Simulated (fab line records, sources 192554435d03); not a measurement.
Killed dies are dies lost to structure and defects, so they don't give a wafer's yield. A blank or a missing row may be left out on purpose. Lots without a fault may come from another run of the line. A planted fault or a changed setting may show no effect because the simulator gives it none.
Which tool did it? | flow n5_finfet | 9 lots, 25 wafers sampled, at 7 steps of a route of 1938

WHAT THE GAUGES READ, wafer by wafer
N5_MOL_CONTACT_COAG_THK_MEAS_29.
lot  | measured     | on            | MD_CAP_THK (nm)
L701 | day 6 08:00  | film_metro-01 | 17.87 17.91 17.99
L702 | day 6 11:53  | film_metro-02 | 17.94 18.07 17.72
L703 | day 6 18:10  | film_metro-01 | 17.75 17.86
L704 | day 7 01:43  | film_metro-01 | 17.90 17.85
L712 | day 8 22:18  | film_metro-01 | 17.85 17.92 18.12
L713 | day 9 10:16  | film_metro-01 | 18.01 17.81 17.89
L717 | day 10 13:16 | film_metro-02 | 17.79 17.95 17.90
L718 | day 10 16:04 | film_metro-02 | 18.02 17.88 17.85
L719 | day 10 21:53 | film_metro-02 | 17.99 17.89 18.01

N5_MOL_CONTACT_COAG_CD_MEAS_137: target cd 16 nm.
lot  | measured     | on        | cd_nm (nm)
L701 | day 6 10:06  | cd_sem-03 | 16.2 15.9 15.7
L702 | day 6 13:42  | cd_sem-02 | 15.5 15.0 15.1
L703 | day 6 20:13  | cd_sem-03 | 15.7 14.8
L704 | day 7 03:59  | cd_sem-02 | 15.9 16.0
L712 | day 9 01:40  | cd_sem-02 | - - -
L713 | day 9 13:08  | cd_sem-01 | - - -
L717 | day 10 15:27 | cd_sem-03 | 16.3 16.1 15.9
L718 | day 10 18:02 | cd_sem-03 | 15.3 15.6 16.0
L719 | day 10 23:41 | cd_sem-01 | 16.2 16.1 16.9

N5_BEOL_M4_RC_MEAS_101.
lot  | measured     | on        | DIBL_N (mV/V)  | DIBL_P (mV/V)  | IOFF_N (nA/um) | IOFF_P (nA/um) | ION_N (uA/um) | ION_P (uA/um) | SS_N (mV/dec)  | SS_P (mV/dec)  | VT_N (mV)   | VT_P (mV)
L701 | day 9 04:26  | prober-02 | 36.7 36.6 37.7 | 35.6 36.1 37.9 | 0.17 0.17 0.21 | 0.20 0.21 0.23 | 669 667 677   | 450 458 460   | 71.4 71.7 72.2 | 73.6 72.8 74.1 | 249 250 247 | -253 -249 -251
L702 | day 9 12:21  | prober-02 | 34.6 39.8 39.2 | 32.4 40.0 39.3 | 0.12 0.20 0.18 | 0.14 0.24 0.23 | 672 696 694   | 458 465 469   | 71.3 72.4 72.4 | 72.5 74.5 74.1 | 255 250 248 | -256 -250 -251
L703 | day 9 14:20  | prober-01 | 34.9 33.2      | 34.5 32.8      | 0.15 0.12      | 0.22 0.19      | 683 672       | 473 470       | 70.9 70.8      | 72.8 72.7      | 246 253     | -246 -249
L704 | day 9 22:33  | prober-02 | 39.4 40.5      | 39.4 39.7      | 0.21 0.26      | 0.22 0.24      | 690 688       | 463 460       | 72.2 72.3      | 74.4 74.2      | 246 244     | -253 -250
L717 | day 13 03:17 | prober-02 | 36.4 34.7 36.7 | 35.4 33.0 35.2 | 0.16 0.13 0.16 | 0.19 0.17 0.20 | 668 688 681   | 458 471 469   | 71.6 71.2 71.7 | 72.9 72.6 73.6 | 250 250 252 | -252 -251 -248
L718 | day 13 21:49 | prober-01 | 40.5 39.5 38.0 | 41.1 40.5 36.5 | 0.25 0.24 0.18 | 0.29 0.27 0.21 | 671 674 674   | 459 458 455   | 72.9 72.5 72.3 | 75.4 74.9 74.3 | 244 243 248 | -249 -250 -253
L719 | day 13 22:28 | prober-02 | 39.1 33.5 38.9 | 40.3 33.6 37.9 | 0.23 0.14 0.22 | 0.30 0.18 0.25 | 704 688 683   | 479 474 468   | 72.8 71.2 72.8 | 74.6 73.0 73.7 | 243 248 246 | -245 -249 -244

WHICH TOOL RAN EACH LOT (tool, then ch and the chambers of the sampled wafers, then the start)
lot  | N5_MOL_CONTACT_COAG_SPUTTER_130 | N5_MOL_CONTACT_COAG_CMP_28    | N5_MOL_CONTACT_COAG_ETCHBACK_132   | N5_MOL_CONTACT_COAG_ETCH_91
L701 | pvd_sputter-03, day 6 05:08     | cmp-02 ch 0,1,2, day 6 07:42  | rie_diel-03 ch 1,3, day 6 09:37    | rie_diel-03 ch 1,3, day 6 09:38
L702 | pvd_sputter-03, day 6 09:01     | cmp-03 ch 0,2, day 6 11:38    | rie_diel-01 ch 0,3, day 6 13:13    | rie_diel-01 ch 0,3, day 6 13:15
L703 | pvd_sputter-02, day 6 15:17     | cmp-02 ch 0,2, day 6 17:57    | rie_diel-01 ch 3, day 6 19:43      | rie_diel-01 ch 3, day 6 19:46
L704 | pvd_sputter-02, day 6 21:55     | cmp-01 ch 0,1, day 7 01:27    | rie_diel-03 ch 0,2, day 7 03:29    | rie_diel-03 ch 0,2, day 7 03:31
L712 | pvd_sputter-01, day 8 19:26     | cmp-03 ch 0,1, day 8 22:00    | rie_diel-02 ch 0,2,3, day 9 01:11  | rie_diel-02 ch 0,2,3, day 9 01:13
L713 | pvd_sputter-03, day 9 07:24     | cmp-02 ch 1,2, day 9 10:01    | rie_diel-01 ch 2,3, day 9 12:38    | rie_diel-01 ch 2,3, day 9 12:40
L717 | pvd_sputter-03, day 10 10:24    | cmp-03 ch 1,2, day 10 12:58   | rie_diel-02 ch 2,3, day 10 14:44   | rie_diel-02 ch 2,3, day 10 14:46
L718 | pvd_sputter-03, day 10 13:12    | cmp-01 ch 0,1,3, day 10 15:53 | rie_diel-03 ch 0,2, day 10 17:31   | rie_diel-03 ch 0,2, day 10 17:32
L719 | pvd_sputter-03, day 10 18:35    | cmp-02 ch 0,3, day 10 21:37   | rie_diel-02 ch 0,2,3, day 10 23:12 | rie_diel-02 ch 0,2,3, day 10 23:14
- N5_MOL_CONTACT_COAG_SPUTTER_130: material Co, target thk 47.5 nm.
- N5_MOL_CONTACT_COAG_CMP_28: polishes, stops on SiNx, t overpolish 0.85 s, target thk 14.522 nm.
- N5_MOL_CONTACT_COAG_ETCHBACK_132: etches SiO2 in CHF3, target depth 10 nm, time 6.7 s.
- N5_MOL_CONTACT_COAG_ETCH_91: etches SOC in N2/H2, target depth 60 nm, overetch 21 nm, time 101.2 s.

WHAT THE TOOLS THEMSELVES READ (means of the sampled wafers that have a number; where no wafer has one, the mark that the record gives instead)
N5_MOL_CONTACT_COAG_SPUTTER_130.
lot  | tool           | susceptor_temp_C (C) | throttle_valve_pct (%)
L701 | pvd_sputter-03 | 24.97                | 30.1
L702 | pvd_sputter-03 | 25.09                | 31.3
L703 | pvd_sputter-02 | 24.93                | 31.1
L704 | pvd_sputter-02 | 24.94                | 29.8
L712 | pvd_sputter-01 | 25.06                | 30.3
L713 | pvd_sputter-03 | 25.00                | 30.1
L717 | pvd_sputter-03 | 24.95                | 30.2
L718 | pvd_sputter-03 | 24.94                | 30.7
L719 | pvd_sputter-03 | 25.01                | 30.4

N5_MOL_CONTACT_COAG_CMP_28.
lot  | tool   | motor_current_A (A) | slurry_flow_ml_min | time_to_endpoint_s (s)
L701 | cmp-02 | 13.0                | 149.9              | 2.8
L702 | cmp-03 | 12.3                | 150.1              | 5.8
L703 | cmp-02 | 12.9                | 150.1              | 0.3
L704 | cmp-01 | 11.4                | 149.9              | 3.7
L712 | cmp-03 | 12.7                | 150.0              | 2.8
L713 | cmp-02 | 13.6                | 149.9              | 4.3
L717 | cmp-03 | 12.8                | 150.3              | 0.2
L718 | cmp-01 | 11.1                | 149.9              | 4.0
L719 | cmp-02 | 13.3                | 149.9              | 4.4

N5_MOL_CONTACT_COAG_ETCHBACK_132.
lot  | tool        | CHF3_flow_sccm (sccm) | bias_w (W) | drypump_motor_current_A (A) | oes_product_au (a.u.) | rf_vpp_V (V) | showerhead_plenum_p_Torr (Torr) | throttle_valve_pct (%)
L701 | rie_diel-03 | 49.90                 | 170.2      | 6.0                         | 0.82                  | 531          | 2.39                            | 18.49
L702 | rie_diel-01 | 49.89                 | 171.1      | 5.8                         | 0.71                  | 546          | 2.47                            | 18.91
L703 | rie_diel-01 | 49.97                 | 170.1      | 5.8                         | 0.71                  | 543          | 2.46                            | 19.16
L704 | rie_diel-03 | 50.02                 | 170.2      | 5.5                         | 0.71                  | 536          | 2.32                            | 18.81
L712 | rie_diel-02 | -                     | -          | -                           | -                     | -            | -                               | -
L713 | rie_diel-01 | -                     | -          | -                           | -                     | -            | -                               | -
L717 | rie_diel-02 | 49.82                 | 170.0      | 5.7                         | 0.85                  | 520          | 2.51                            | 18.81
L718 | rie_diel-03 | 50.07                 | 169.8      | 5.5                         | 0.89                  | 543          | 2.46                            | 18.53
L719 | rie_diel-02 | 50.08                 | 170.1      | 5.6                         | 0.80                  | 524          | 2.41                            | 18.88

N5_MOL_CONTACT_COAG_ETCH_91.
lot  | tool        | drypump_motor_current_A (A) | oes_product_au (a.u.) | rf_vpp_V (V) | showerhead_plenum_p_Torr (Torr) | throttle_valve_pct (%)
L701 | rie_diel-03 | 6.1                         | 0.68                  | 524.9        | 2.55                            | 17.61
L702 | rie_diel-01 | 5.8                         | 0.60                  | 526.6        | 2.64                            | 17.99
L703 | rie_diel-01 | 5.8                         | 0.59                  | 525.8        | 2.63                            | 18.31
L704 | rie_diel-03 | 5.5                         | 0.62                  | 523.0        | 2.47                            | 17.85
L712 | rie_diel-02 | 5.6                         | 0.30                  | 524.1        | 2.57                            | 17.92
L713 | rie_diel-01 | 5.6                         | 0.28                  | 524.1        | 2.57                            | 17.99
L717 | rie_diel-02 | 5.7                         | 0.70                  | 526.7        | 2.67                            | 17.91
L718 | rie_diel-03 | 5.5                         | 0.75                  | 527.3        | 2.66                            | 17.65
L719 | rie_diel-02 | 5.6                         | 0.65                  | 523.9        | 2.57                            | 18.00

THE ANSWER, worked out from the rows above alone
Rule: what is usual is taken from the lots themselves. Put in order of their means at a reading, lots are off if they are a third of the lots or fewer, leave a main group of 4 or more, and stand apart from it by a gap of 3 or more times the standard deviation of the main group's means; of several such gaps the widest counts. A main group whose means are all the same, to the digits that the tables above print for the reading, isn't used. A lot without any number at a reading at which 4 lots or more have one is off too. The other lots that the step has rows for count as sound. The gauges are gone through in route order, then the tools' own readings, and for those a lot's mean is taken as printed above. The first step at which some lot is off is used, and at that step the reading that is off furthest; a lot without a number counts as furthest.
Off: L712, L713, at N5_MOL_CONTACT_COAG_CD_MEAS_137 (cd_nm). Without a number there: L712, L713. The main group: mean 15.8 nm, standard deviation 0.41.
A tool fits if, at a process step before that reading, it ran every lot that is off, and no sound lot after the first of them. The gauges at N5_MOL_CONTACT_COAG_CD_MEAS_137 aren't tried: what is off there is off at N5_MOL_CONTACT_COAG_ETCHBACK_132 too, on other tools, and a gauge's error can't cause that. None of those tried fits.

WHAT THE SIMULATOR HAD PUT IN
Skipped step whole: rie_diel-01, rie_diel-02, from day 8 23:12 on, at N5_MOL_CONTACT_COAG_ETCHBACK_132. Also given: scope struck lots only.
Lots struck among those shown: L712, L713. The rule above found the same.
